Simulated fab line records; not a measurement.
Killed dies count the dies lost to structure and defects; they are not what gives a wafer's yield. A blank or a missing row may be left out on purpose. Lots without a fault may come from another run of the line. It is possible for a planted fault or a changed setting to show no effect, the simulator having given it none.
fab line records	flow nandHarc
[record] lots = 24	wafers = 72	lastDay = 33
route steps=1302 shown P_START@1 P_ZERO_WELL@14 P_GATE@124 P_CONTACT@238
lots with no fault: from the same line, run without faults
startH: start of the lot's first displayed wafer, in hours after the record's first day	waitH: time in hours since the lot's previous step	" identical to the entry in the row above	L1.1+2: one row covering several wafers at once	- value missing, or start not given	* or withheld: withheld	< > ~ a bound
route shown NAME@n: a module of which the file shows steps, and the number in the route of the first	usual: mean and standard deviation over wafers with no fault	same: alike in all rows	chamber/n: place in a boat	sites: readings site by site	_std_site: their standard deviation	_edge_site: the outer-site mean with the inner-site mean subtracted	radiusMm: for every site, how far away it sits from the centre of the wafer	mask NAME#n: copy n	behind: the most recent tool/chamber to have shaped the wafer	hold: cause of the lot's hold/its duration in hours/its outcome	device: the transistor (n, p or np) that didn't switch	end of line: the tests these same wafers got at the end of their route	a step with no rows: only its recipe	killed: dies that structure and defects cost at the first sort, which is not the same as the wafer's yield	map: the dies of a wafer, with x for killed, . for not killed, _ for no die there
set.NAME: the setting as run; set.NAME@STEP: as run at that earlier step	model.NAME: the simulator's own value behind a step, which no gauge read
steps of the route over a sample of lots; a table a step, a row a wafer
services: the hour from which a tool's chamber was out of use, counted from the record's first day as startH (under 0 if before that day), plus the number of hours and why
[[steps]]
[step NHARC_P_START_INSPECT_01]
[usual] rawDefectCount = 3.6/1.8
lot.wafer	tool	chamber	startH	waitH	rawDefectCount
L074.1	defectInspect-01	-	20.04	-	3
L074.3	"	-	"	"	3
L074.6	"	-	"	"	3
L075.2	defectInspect-01	-	30.04	-	2
L075.3	"	-	"	"	4
L075.4	"	-	"	"	1
L076.1	defectInspect-02	-	40.04	-	1
L076.2	"	-	"	"	5
L076.3	"	-	"	"	4
L077.1	defectInspect-02	-	50.04	-	3
L077.4	"	-	"	"	3
L077.5	"	-	"	"	2
L078.2	defectInspect-01	-	60.04	-	0
L078.3	"	-	"	"	6
L078.5	"	-	"	"	2
L079.2	defectInspect-02	-	70.04	-	5
L079.3	"	-	"	"	5
L079.5	"	-	"	"	3
L080.1	defectInspect-01	-	80.04	-	5
L080.2	"	-	"	"	2
L080.5	"	-	"	"	4
L081.1	defectInspect-01	-	90.04	-	4
L081.2	"	-	"	"	5
L081.5	"	-	"	"	2
L082.1	defectInspect-01	-	100.04	-	3
L082.4	"	-	"	"	4
L082.6	"	-	"	"	7
L083.2	defectInspect-02	-	110.04	-	4
L083.3	"	-	"	"	4
L083.6	"	-	"	"	2
L084.1	defectInspect-02	-	120.04	-	4
L084.4	"	-	"	"	5
L084.5	"	-	"	"	6
L085.2	defectInspect-01	-	130.04	-	6
L085.5	"	-	"	"	2
L085.6	"	-	"	"	5
L086.2	defectInspect-02	-	140.04	-	2
L086.4	"	-	"	"	2
L086.5	"	-	"	"	3
L087.2	defectInspect-02	-	150.04	-	5
L087.3	"	-	"	"	4
L087.4	"	-	"	"	2
L088.3	defectInspect-01	-	160.04	-	3
L088.4	"	-	"	"	3
L088.6	"	-	"	"	5
L089.1	defectInspect-02	-	170.04	-	3
L089.3	"	-	"	"	8
L089.4	"	-	"	"	0
L090.4	defectInspect-01	-	180.04	-	2
L090.5	"	-	"	"	4
L090.6	"	-	"	"	3
L091.1	defectInspect-01	-	190.04	-	6
L091.3	"	-	"	"	4
L091.4	"	-	"	"	7
L092.2	defectInspect-01	-	200.04	-	4
L092.4	"	-	"	"	4
L092.6	"	-	"	"	5
L093.1	defectInspect-01	-	210.04	-	4
L093.5	"	-	"	"	1
L093.6	"	-	"	"	4
L094.2	defectInspect-02	-	220.04	-	1
L094.5	"	-	"	"	2
L094.6	"	-	"	"	2
L095.1	defectInspect-01	-	230.04	-	6
L095.4	"	-	"	"	3
L095.5	"	-	"	"	1
L096.1	defectInspect-02	-	240.04	-	5
L096.5	"	-	"	"	0
L096.6	"	-	"	"	5
L097.1	defectInspect-01	-	250.03	-	2
L097.2	"	-	"	"	6
L097.6	"	-	"	"	4
[step NHARC_P_ZERO_WELL_CD_MEAS_11]
[recipe] targetCdNm = 500	landingEnergyEv = 500
[usual] cdNm = 500.6/1.5
lot.wafer	tool	chamber	startH	waitH	cdNm
L074.1	cdSem-02	0	21.24	-	500.7
L074.3	"	0	"	"	500.6
L074.6	"	0	"	"	499.4
L075.2	cdSem-03	0	31.24	-	503.4
L075.3	"	0	"	"	501.6
L075.4	"	0	"	"	502.9
L076.1	cdSem-01	0	41.23	-	503.2
L076.2	"	0	"	"	503.1
L076.3	"	0	"	"	501.1
L077.1	cdSem-02	0	51.24	-	499.7
L077.4	"	0	"	"	500.3
L077.5	"	0	"	"	497.8
L078.2	cdSem-03	0	61.24	-	502.2
L078.3	"	0	"	"	501.8
L078.5	"	0	"	"	503.9
L079.2	cdSem-02	0	71.13	-	498.7
L079.3	"	0	"	"	499.8
L079.5	"	0	"	"	500.9
L080.1	cdSem-03	0	81.23	-	499.7
L080.2	"	0	"	"	500.1
L080.5	"	0	"	"	500.7
L081.1	cdSem-01	0	91.36	-	501.1
L081.2	"	0	"	"	500.6
L081.5	"	0	"	"	502.4
L082.1	cdSem-02	0	101.26	-	504.0
L082.4	"	0	"	"	502.2
L082.6	"	0	"	"	502.9
L083.2	cdSem-03	0	111.24	-	498.5
L083.3	"	0	"	"	498.3
L083.6	"	0	"	"	498.9
L084.1	cdSem-03	0	121.12	-	498.5
L084.4	"	0	"	"	500.6
L084.5	"	0	"	"	499.5
L085.2	cdSem-01	0	131.45	-	500.6
L085.5	"	0	"	"	500.2
L085.6	"	0	"	"	499.8
L086.2	cdSem-02	0	141.23	-	501.2
L086.4	"	0	"	"	500.7
L086.5	"	0	"	"	498.9
L087.2	cdSem-01	0	151.11	-	499.4
L087.3	"	0	"	"	499.9
L087.4	"	0	"	"	501.2
L088.3	cdSem-01	0	161.16	-	499.0
L088.4	"	0	"	"	498.3
L088.6	"	0	"	"	497.4
L089.1	cdSem-01	0	171.12	-	498.5
L089.3	"	0	"	"	501.2
L089.4	"	0	"	"	499.0
L090.4	cdSem-02	0	181.12	-	500.9
L090.5	"	0	"	"	502.5
L090.6	"	0	"	"	499.0
L091.1	cdSem-02	0	191.25	-	501.3
L091.3	"	0	"	"	500.6
L091.4	"	0	"	"	501.6
L092.2	cdSem-01	0	201.11	-	499.5
L092.4	"	0	"	"	499.7
L092.6	"	0	"	"	499.4
L093.1	cdSem-03	0	211.24	-	500.9
L093.5	"	0	"	"	500.1
L093.6	"	0	"	"	503.5
L094.2	cdSem-01	0	221.24	-	500.1
L094.5	"	0	"	"	498.9
L094.6	"	0	"	"	501.3
L095.1	cdSem-02	0	231.13	-	501.7
L095.4	"	0	"	"	500.0
L095.5	"	0	"	"	498.7
L096.1	cdSem-01	0	241.24	-	502.8
L096.5	"	0	"	"	502.3
L096.6	"	0	"	"	503.0
L097.1	cdSem-02	0	251.25	-	500.7
L097.2	"	0	"	"	498.8
L097.6	"	0	"	"	500.0
[step NHARC_P_GATE_DESCUM_13]
[recipe] timeS = 3	o2FlowSccm = 200	arFlowSccm = 0	biasPowerW = 0	chemistry = O2
[usual] drypumpMotorCurrentA = 5.8/0.44	oesProductAu = 1.001/0.0075	rfVppV = 57.9/0.85	showerheadPlenumPTorr = 1.93/0.086	throttleValvePct = 11.311/0.0091
lot.wafer	tool	chamber	startH	waitH	drypumpMotorCurrentA	oesProductAu	rfHoursCounterH	rfVppV	showerheadPlenumPTorr	throttleValvePct
L074.1	rieDiel-07	3	78.63	-	6.0	1.016	7.1	56.4	1.96	11.307
L074.3	"	2	"	"	5.4	1.008	7.9	58.5	1.85	11.305
L074.6	"	3	"	"	6.0	1.017	-	57.2	1.96	11.315
L075.2	rieDiel-03	2	91.99	-	6.6	1.008	8.9	58.8	2.06	11.306
L075.3	"	3	"	"	5.3	0.994	9.4	57.6	1.86	11.310
L075.4	"	1	"	"	5.6	1.009	-	57.0	1.78	11.295
L076.2	rieDiel-05	1	101.19	-	5.7	1.004	2.4	59.0	2.02	11.315
L076.1	"	2	"	"	5.1	0.999	1.9	57.3	2.06	11.308
L076.3	"	3	"	"	6.0	0.999	1.8	58.0	2.01	11.320
L077.1	rieDiel-07	3	112.15	-	6.0	1.010	9.3	57.7	1.96	11.323
L077.4	"	0	"	"	6.3	1.006	9.3	56.8	1.90	11.293
L077.5	"	3	"	"	6.0	1.007	-	58.4	1.96	11.314
L078.3	rieDiel-03	3	118.69	-	5.2	1.008	0.5	58.5	1.86	11.315
L078.2	"	0	"	"	5.5	0.988	0.5	58.4	1.86	11.303
L078.5	"	3	"	"	5.2	1.010	-	58.8	1.86	11.328
L079.2	rieDiel-03	0	132.85	-	5.5	0.997	1.8	57.0	1.86	11.319
L079.3	"	1	"	"	5.6	1.000	2.2	58.8	1.78	11.299
L079.5	"	2	"	"	6.6	0.995	-	59.3	2.06	11.319
L080.1	rieDiel-05	1	142.11	-	5.7	1.000	5.0	59.1	2.02	11.310
L080.2	"	0	"	"	6.3	1.000	5.1	57.8	1.96	11.308
L080.5	"	2	"	"	5.1	0.997	-	59.0	2.06	11.310
L081.1	rieDiel-07	2	151.38	-	5.4	1.004	0.2	56.1	1.85	11.311
L081.2	"	0	"	"	6.3	1.001	1.2	56.0	1.90	11.315
L081.5	"	1	"	"	5.5	0.991	-	57.7	1.84	11.320
L082.1	rieDiel-05	3	162.62	-	6.0	1.006	5.4	58.9	2.00	11.314
L082.4	"	0	"	"	6.4	1.014	6.3	58.0	1.96	11.300
L082.6	"	3	"	"	6.0	1.000	-	59.7	2.00	11.308
L083.3	rieDiel-03	2	169.80	-	6.6	1.003	4.6	58.9	2.06	11.307
L083.2	"	0	"	"	5.5	1.006	4.3	58.0	1.86	11.316
L083.6	"	0	"	"	5.5	0.996	-	57.9	1.86	11.309
L084.4	rieDiel-05	0	179.37	-	6.3	1.008	7.4	57.2	1.96	11.316
L084.1	"	1	"	"	5.7	1.014	8.2	59.4	2.02	11.314
L084.5	"	3	"	"	6.0	1.014	-	58.3	2.00	11.306
L085.2	rieDiel-05	2	189.83	-	5.1	0.995	7.3	59.5	2.06	11.294
L085.6	"	1	"	"	5.7	1.003	-	57.9	2.02	11.322
L085.5	"	2	"	"	5.1	1.010	-	58.5	2.06	11.329
L086.2	rieDiel-07	1	203.08	-	5.5	0.987	4.5	57.1	1.84	11.313
L086.4	"	1	"	"	5.6	0.980	-	58.3	1.84	11.307
L086.5	"	2	"	"	5.4	0.993	-	56.8	1.85	11.314
L087.3	rieDiel-03	3	208.98	-	5.3	1.009	0.6	57.8	1.86	11.304
L087.2	"	0	"	"	5.5	1.000	7.9	57.9	1.86	11.330
L087.4	"	1	"	"	5.6	1.013	8.3	58.6	1.78	11.312
L088.4	rieDiel-07	0	231.01	-	6.3	0.985	5.3	57.0	1.90	11.312
L088.3	"	1	"	"	5.5	0.991	6.2	57.2	1.84	11.310
L088.6	"	0	"	"	6.3	0.995	-	57.8	1.90	11.304
L089.1	rieDiel-07	2	231.16	-	5.4	1.006	4.9	58.0	1.85	11.310
L089.3	"	3	"	"	6.0	1.011	4.7	58.2	1.96	11.318
L089.4	"	1	"	"	5.5	0.998	6.2	56.9	1.84	11.319
L091.1	rieDiel-05	0	256.97	-	6.3	1.002	1.3	58.5	1.96	11.314
L091.4	"	1	"	"	5.7	0.994	1.5	57.3	2.02	11.301
L091.3	"	2	"	"	5.1	0.993	2.2	58.4	2.06	11.310
L090.4	rieDiel-07	2	257.17	-	5.4	0.986	5.8	56.5	1.85	11.321
L090.5	"	3	"	"	6.0	0.986	-	57.3	1.96	11.292
L090.6	"	0	"	"	6.3	0.997	-	57.5	1.90	11.302
L092.4	rieDiel-07	2	269.93	-	5.4	0.998	6.3	57.7	1.85	11.310
L092.2	"	0	"	"	6.3	0.994	7.5	57.3	1.90	11.318
L092.6	"	3	"	"	6.0	1.002	-	58.6	1.96	11.310
L093.1	rieDiel-07	0	285.27	-	6.3	1.004	9.1	58.0	1.90	11.309
L093.5	"	2	"	"	5.4	0.997	-	57.2	1.85	11.308
L093.6	"	0	"	"	6.2	1.000	-	56.9	1.90	11.293
L094.2	rieDiel-07	2	285.50	-	5.4	1.001	7.9	56.7	1.85	11.301
L094.5	"	0	"	"	6.2	1.005	-	57.1	1.90	11.317
L094.6	"	2	"	"	5.4	1.009	-	58.0	1.85	11.312
L095.1	rieDiel-05	0	285.58	-	6.3	0.998	4.1	58.2	1.96	11.335
L095.4	"	1	"	"	5.7	0.988	4.4	58.8	2.02	11.313
L095.5	"	3	"	"	6.0	0.994	-	58.7	2.00	11.304
L096.1	rieDiel-03	0	298.78	-	5.5	0.995	0.7	57.1	1.85	11.316
L096.6	"	0	"	"	5.5	1.000	-	57.7	1.85	11.317
L096.5	"	1	"	"	5.6	0.991	-	56.5	1.78	11.306
L097.2	rieDiel-05	1	310.19	-	5.7	0.996	6.0	59.3	2.02	11.321
L097.1	"	3	"	"	6.0	1.000	5.8	58.1	2.00	11.311
L097.6	"	2	"	"	5.1	0.990	-	57.1	2.06	11.327
[step NHARC_P_GATE_DEP_103]
[recipe] targetThkA = 300	targetThkNm = 30	tempC = 400	flowSccm = 200	rfW = 350	material = SiON
[usual] heaterPowerW = 751/130
lot.wafer	tool	chamber	startH	waitH	heaterPowerW
L074.3	pecvd-01	0	92.44	0.5	640
L074.1	"	1	"	"	951
L074.6	"	1	"	"	947
L075.2	pecvd-03	2	105.65	0.5	623
L075.3	"	0	"	"	632
L075.4	"	2	"	"	657
L076.3	pecvd-03	0	114.25	0.3	659
L076.2	"	1	"	"	918
L076.1	"	2	"	"	698
L077.1	pecvd-03	1	129.50	0.6	935
L077.4	"	1	"	"	931
L077.5	"	2	"	"	632
L078.3	pecvd-02	0	133.81	0.3	865
L078.2	"	2	"	"	754
L078.5	"	1	"	"	625
L079.2	pecvd-03	1	146.28	0.5	880
L079.3	"	2	"	"	709
L079.5	"	0	"	"	603
L080.2	pecvd-03	2	155.13	0.5	730
L080.1	"	0	"	"	654
L080.5	"	2	"	"	621
L081.1	pecvd-02	1	165.87	0.6	673
L081.2	"	2	"	"	819
L081.5	"	2	"	"	848
L082.1	pecvd-03	0	177.76	0.6	579
L082.4	"	2	"	"	731
L082.6	"	0	"	"	589
L083.2	pecvd-02	2	182.82	0.4	830
L083.3	"	1	"	"	572
L083.6	"	2	"	"	856
L084.1	pecvd-02	1	200.08	0.6	630
L084.4	"	1	"	"	620
L084.5	"	2	"	"	728
L085.2	pecvd-03	0	206.45	0.5	660
L085.5	"	1	"	"	828
L085.6	"	2	"	"	748
L086.2	pecvd-01	0	218.64	0.4	751
L086.4	"	0	"	"	598
L086.5	"	2	"	"	837
L087.2	pecvd-02	0	222.12	0.5	843
L087.3	"	1	"	"	566
L087.4	"	2	"	"	791
L089.3	pecvd-02	1	251.24	0.4	613
L089.1	"	2	"	"	751
L089.4	"	1	"	"	628
L088.3	pecvd-01	2	251.89	0.4	950
L088.4	"	2	"	"	963
L088.6	"	0	"	"	712
L091.1	pecvd-03	1	270.33	0.6	784
L091.3	"	2	"	"	650
L091.4	"	0	"	"	639
L090.5	pecvd-03	2	271.06	0.2	639
L090.4	"	0	"	"	580
L090.6	"	1	"	"	861
L092.2	pecvd-02	0	286.39	0.6	971
L092.6	"	2	"	"	728
L092.4	"	1	"	"	553
L094.2	pecvd-02	2	298.34	0.5	832
L094.6	"	1	"	"	614
L094.5	"	0	"	"	979
L095.1	pecvd-03	2	298.34	0.6	697
L095.4	"	1	"	"	885
L095.5	"	2	"	"	703
L093.1	pecvd-01	1	298.96	0.6	761
L093.6	"	1	"	"	754
L093.5	"	0	"	"	715
L096.1	pecvd-02	0	313.20	0.6	903
L096.6	"	1	"	"	624
L096.5	"	2	"	"	697
L097.1	pecvd-02	0	325.01	0.6	841
L097.2	"	1	"	"	551
L097.6	"	2	"	"	701
[step NHARC_P_CONTACT_ETCH_18]
[recipe] targetDepthA = 4810	timeS = 240.5	c4f8FlowSccm = 20	o2FlowSccm = 10	arFlowSccm = withheld	rfW = 600	biasW = 1500	chemistry = C4F8/O2/Ar
[usual] oesProductAu = 0.964/0.014	rfVppV = 977/4.5
lot.wafer	tool	chamber	startH	waitH	oesProductAu	rfHoursCounterH	rfVppV
L074.1	rieDiel-02	1	-	-	0.968	3.7	974
L074.3	"	2	"	"	0.955	3.8	976
L074.6	"	0	"	"	0.968	-	980
L075.4	rieDiel-02	0	-	-	0.971	5.3	980
L075.2	"	1	"	"	0.955	5.0	975
L075.3	"	3	"	"	0.982	5.4	985
L076.3	rieDiel-02	2	-	-	0.969	5.9	976
L076.1	"	3	"	"	0.977	5.7	986
L076.2	"	1	"	"	0.965	5.9	973
L077.4	rieDiel-10	1	-	-	0.934	2.1	978
L077.1	"	3	"	"	0.916	2.3	971
L077.5	"	2	"	"	0.924	-	978
L078.2	rieDiel-10	0	-	-	0.958	2.4	973
L078.3	"	1	"	"	0.964	2.5	978
L078.5	"	0	"	"	0.952	-	972
L079.3	rieDiel-02	0	-	-	0.964	6.5	980
L079.2	"	3	"	"	0.972	6.8	986
L079.5	"	1	"	"	0.975	-	974
L080.2	rieDiel-10	3	-	-	0.958	3.1	970
L080.1	"	1	"	"	0.951	3.1	976
L080.5	"	2	"	"	0.964	-	979
L081.1	rieDiel-01	2	-	-	0.959	3.7	978
L081.2	"	1	"	"	0.964	3.8	974
L081.5	"	3	"	"	0.954	-	984
L082.1	rieDiel-10	0	-	-	0.944	3.7	974
L082.4	"	1	"	"	0.960	3.8	976
L082.6	"	1	"	"	0.959	-	976
L083.3	rieDiel-02	1	-	-	0.971	9.2	975
L083.2	"	2	"	"	0.977	8.5	975
L083.6	"	2	"	"	0.986	-	977
L084.4	rieDiel-01	2	-	-	0.976	0.4	980
L084.1	"	3	"	"	0.971	0.3	987
L084.5	"	2	"	"	0.969	-	980
L085.2	rieDiel-01	3	-	-	0.959	0.6	987
L085.5	"	3	"	"	0.957	-	986
L085.6	"	0	"	"	0.975	-	977
L086.4	rieDiel-02	3	-	-	0.982	0.5	986
L086.2	"	0	"	"	0.984	0.7	980
L086.5	"	1	"	"	0.967	-	975
L087.3	rieDiel-02	0	-	-	0.979	0.9	980
L087.4	"	2	"	"	0.974	0.9	976
L087.2	"	3	"	"	0.983	0.9	986
L089.4	rieDiel-10	2	-	-	0.969	0.6	978
L089.3	"	3	"	"	0.968	0.5	971
L089.1	"	1	"	"	0.976	0.5	978
L088.4	rieDiel-02	0	-	-	0.975	3.3	980
L088.3	"	2	"	"	0.974	2.5	975
L088.6	"	0	"	"	0.979	-	979
L091.4	rieDiel-10	3	-	-	0.985	1.3	972
L091.3	"	0	"	"	0.952	0.8	972
L091.1	"	1	"	"	0.970	1.1	977
L090.4	rieDiel-02	0	-	-	0.961	4.7	978
L090.6	"	3	"	"	0.966	-	987
L090.5	"	0	"	"	0.957	-	980
L092.4	rieDiel-01	2	-	-	0.944	2.0	979
L092.2	"	1	"	"	0.958	2.3	974
L092.6	"	2	"	"	0.958	-	978
L094.2	rieDiel-10	3	-	-	0.960	2.0	971
L094.6	"	0	"	"	0.950	-	973
L094.5	"	1	"	"	0.987	-	977
L095.4	rieDiel-02	0	-	-	0.957	6.6	979
L095.1	"	3	"	"	0.956	5.8	987
L095.5	"	0	"	"	0.967	-	980
L093.1	rieDiel-01	2	-	-	0.957	2.7	979
L093.5	"	0	"	"	0.970	-	978
L093.6	"	1	"	"	0.962	-	974
L096.1	rieDiel-02	1	-	-	0.926	6.2	973
L096.6	"	1	"	"	0.929	-	974
L096.5	"	2	"	"	0.954	-	975
L097.2	rieDiel-02	3	-	-	0.969	7.5	985
L097.1	"	0	"	"	0.967	8.2	981
L097.6	"	3	"	"	0.960	-	986
[step NHARC_P_CONTACT_STRIP_28]
[recipe] o2FlowSccm = 500	arFlowSccm = 0	biasW = 0	chemistry = O2
[usual] drypumpMotorCurrentA = 5.8/0.36	oesProductAu = 0.999/0.0076	rfVppV = 57.6/0.92	showerheadPlenumPTorr = 3.49/0.11	throttleValvePct = 17.037/0.0089
lot.wafer	tool	chamber	startH	waitH	drypumpMotorCurrentA	oesProductAu	rfHoursCounterH	rfVppV	showerheadPlenumPTorr	throttleValvePct
L074.3	rieDiel-10	2	114.61	0.1	5.7	1.000	1.8	58.0	3.53	17.040
L074.1	"	0	"	"	6.0	0.997	1.5	58.8	3.40	17.050
L074.6	"	3	"	"	5.4	0.990	-	56.7	3.34	17.047
L075.4	rieDiel-01	3	127.52	0.1	6.6	1.005	2.8	58.5	3.72	17.035
L075.2	"	0	"	"	5.2	1.009	2.9	56.2	3.48	17.026
L075.3	"	1	"	"	6.2	0.987	2.5	60.0	3.43	17.043
L076.2	rieDiel-10	0	138.27	0.1	5.9	0.983	1.7	58.8	3.39	17.047
L076.1	"	1	"	"	5.6	1.010	1.8	57.5	3.50	17.027
L076.3	"	3	"	"	5.4	0.998	2.1	57.5	3.34	17.032
L077.4	rieDiel-01	1	151.18	0.1	6.2	0.991	2.7	57.9	3.43	17.042
L077.1	"	2	"	"	5.8	0.990	2.7	58.5	3.53	17.027
L077.5	"	2	"	"	5.8	0.989	-	57.1	3.53	17.041
L078.2	rieDiel-02	3	155.91	0.1	5.8	0.997	6.2	57.5	3.72	17.036
L078.3	"	0	"	"	6.0	0.989	6.1	57.3	3.57	17.043
L078.5	"	3	"	"	5.8	1.002	-	58.9	3.72	17.033
L079.2	rieDiel-10	0	168.11	0.1	6.0	1.001	2.7	57.7	3.39	17.035
L079.3	"	1	"	"	5.6	1.008	2.7	58.3	3.50	17.028
L079.5	"	0	"	"	5.9	1.002	-	57.5	3.39	17.044
L080.2	rieDiel-01	3	176.90	0.1	6.6	1.011	3.5	56.9	3.72	17.036
L080.1	"	1	"	"	6.1	1.006	3.4	57.5	3.43	17.028
L080.5	"	0	"	"	5.3	1.005	-	57.0	3.49	17.051
L081.2	rieDiel-10	1	188.24	0.1	5.6	0.993	3.6	56.6	3.50	17.025
L081.1	"	3	"	"	5.4	0.987	3.5	56.8	3.34	17.033
L081.5	"	0	"	"	6.0	0.997	-	57.4	3.39	17.034
L082.4	rieDiel-02	3	200.57	0.1	5.7	1.004	8.6	59.0	3.72	17.042
L082.1	"	0	"	"	5.9	0.995	8.5	57.2	3.56	17.026
L082.6	"	2	"	"	5.1	0.995	-	56.6	3.47	17.048
L083.3	rieDiel-10	2	204.56	0.1	5.7	1.008	4.2	57.4	3.53	17.038
L083.2	"	0	"	"	6.0	1.005	3.9	57.1	3.39	17.023
L083.6	"	3	"	"	5.4	0.989	-	57.2	3.34	17.049
L084.1	rieDiel-10	0	222.32	0.1	5.9	0.995	4.2	56.0	3.39	17.017
L084.4	"	1	"	"	5.6	1.010	4.3	56.4	3.50	17.033
L084.5	"	1	"	"	5.6	1.008	-	57.4	3.50	17.035
L085.2	rieDiel-10	2	228.33	0.1	5.7	0.992	4.5	55.1	3.52	17.029
L085.6	"	1	"	"	5.6	0.998	-	58.6	3.50	17.033
L085.5	"	2	"	"	5.7	0.996	-	58.0	3.52	17.028
L086.2	rieDiel-02	3	242.96	0.1	5.7	0.998	0.6	58.4	3.72	17.035
L086.4	"	1	"	"	6.5	0.993	0.8	57.9	3.42	17.042
L086.5	"	3	"	"	5.8	1.005	-	59.0	3.72	17.068
L087.3	rieDiel-01	1	244.29	0.1	6.2	0.991	1.2	57.8	3.43	17.038
L087.2	"	2	"	"	5.8	0.978	1.1	56.7	3.53	17.045
L087.4	"	3	"	"	6.6	0.995	1.0	57.0	3.72	17.034
L089.4	rieDiel-10	0	272.88	0.1	6.0	1.001	0.5	58.8	3.39	17.031
L089.3	"	1	"	"	5.6	1.006	0.6	59.4	3.50	17.029
L089.1	"	2	"	"	5.7	1.006	0.7	57.2	3.52	17.051
L088.3	rieDiel-10	1	273.99	0.1	5.6	1.008	0.6	56.8	3.50	17.032
L088.4	"	1	"	"	5.6	1.005	-	56.4	3.50	17.042
L088.6	"	3	"	"	5.4	0.992	-	57.7	3.34	17.033
L091.3	rieDiel-01	2	292.46	0.1	5.8	0.997	1.7	57.4	3.53	17.038
L091.4	"	3	"	"	6.6	0.999	1.6	57.9	3.72	17.040
L091.1	"	0	"	"	5.2	0.991	1.8	56.5	3.48	17.024
L090.4	rieDiel-10	0	293.26	0.1	5.9	0.999	0.9	56.9	3.39	17.028
L090.6	"	3	"	"	5.4	0.997	-	55.6	3.34	17.035
L090.5	"	0	"	"	6.0	0.997	-	57.5	3.39	17.030
L092.4	rieDiel-10	0	308.98	0.1	6.0	0.997	1.1	57.7	3.39	17.035
L092.2	"	1	"	"	5.6	1.007	1.4	56.7	3.50	17.041
L092.6	"	2	"	"	5.7	0.998	-	58.6	3.52	17.040
L094.2	rieDiel-01	1	320.27	0.1	6.2	0.995	2.6	57.7	3.43	17.044
L094.6	"	2	"	"	5.8	0.993	-	57.6	3.53	17.042
L094.5	"	3	"	"	6.6	0.987	-	58.4	3.72	17.033
L095.1	rieDiel-10	0	321.06	0.1	6.0	0.999	1.7	56.4	3.39	17.027
L095.4	"	2	"	"	5.7	0.998	2.1	56.9	3.52	17.042
L095.5	"	1	"	"	5.6	1.013	-	56.9	3.50	17.035
L093.1	rieDiel-02	3	326.40	0.1	5.7	1.004	6.1	58.3	3.72	17.043
L093.5	"	0	"	"	6.0	1.000	-	58.1	3.56	17.040
L093.6	"	2	"	"	5.1	1.012	-	55.3	3.47	17.031
L096.1	rieDiel-10	3	334.94	0.1	5.4	1.005	2.6	55.8	3.34	17.035
L096.6	"	2	"	"	5.7	0.998	-	58.1	3.52	17.040
L096.5	"	3	"	"	5.4	0.999	-	57.5	3.34	17.026
L097.2	rieDiel-10	0	346.91	0.1	5.9	1.004	2.4	58.0	3.39	17.029
L097.1	"	1	"	"	5.6	1.004	2.6	57.4	3.49	17.050
L097.6	"	1	"	"	5.6	1.002	-	58.1	3.50	17.047
[[services]]
tool	chamber	startH	hours	kind
rieDiel-10	-	65.69	9.0	pm
pecvd-02	1	65.94	31.3	repair
rieDiel-07	-	117.20	9.0	pm
rieDiel-02	3	127.34	9.4	repair
pecvd-02	1	128.57	1.9	repair
rieDiel-07	2	133.93	11.8	repair
rieDiel-02	0	134.11	9.6	repair
rieDiel-02	-	146.96	0.5	repair
pecvd-02	-	184.44	0.5	repair
pecvd-03	-	185.00	13.0	pm
rieDiel-01	0	185.23	8.3	repair
rieDiel-10	-	188.44	1.6	repair
rieDiel-07	3	199.32	8.3	repair
rieDiel-01	-	203.84	9.0	pm
rieDiel-02	1	218.28	6.1	repair
pecvd-02	-	227.00	13.0	pm
rieDiel-10	-	229.03	0.4	repair
rieDiel-10	-	242.69	9.0	pm
rieDiel-01	3	275.12	6.8	repair
rieDiel-01	2	283.31	2.1	repair
rieDiel-01	3	297.93	10.2	repair
rieDiel-01	3	320.69	7.3	repair
rieDiel-02	1	323.96	3.4	repair
rieDiel-10	2	346.32	2.1	repair
[[key]]
fault none
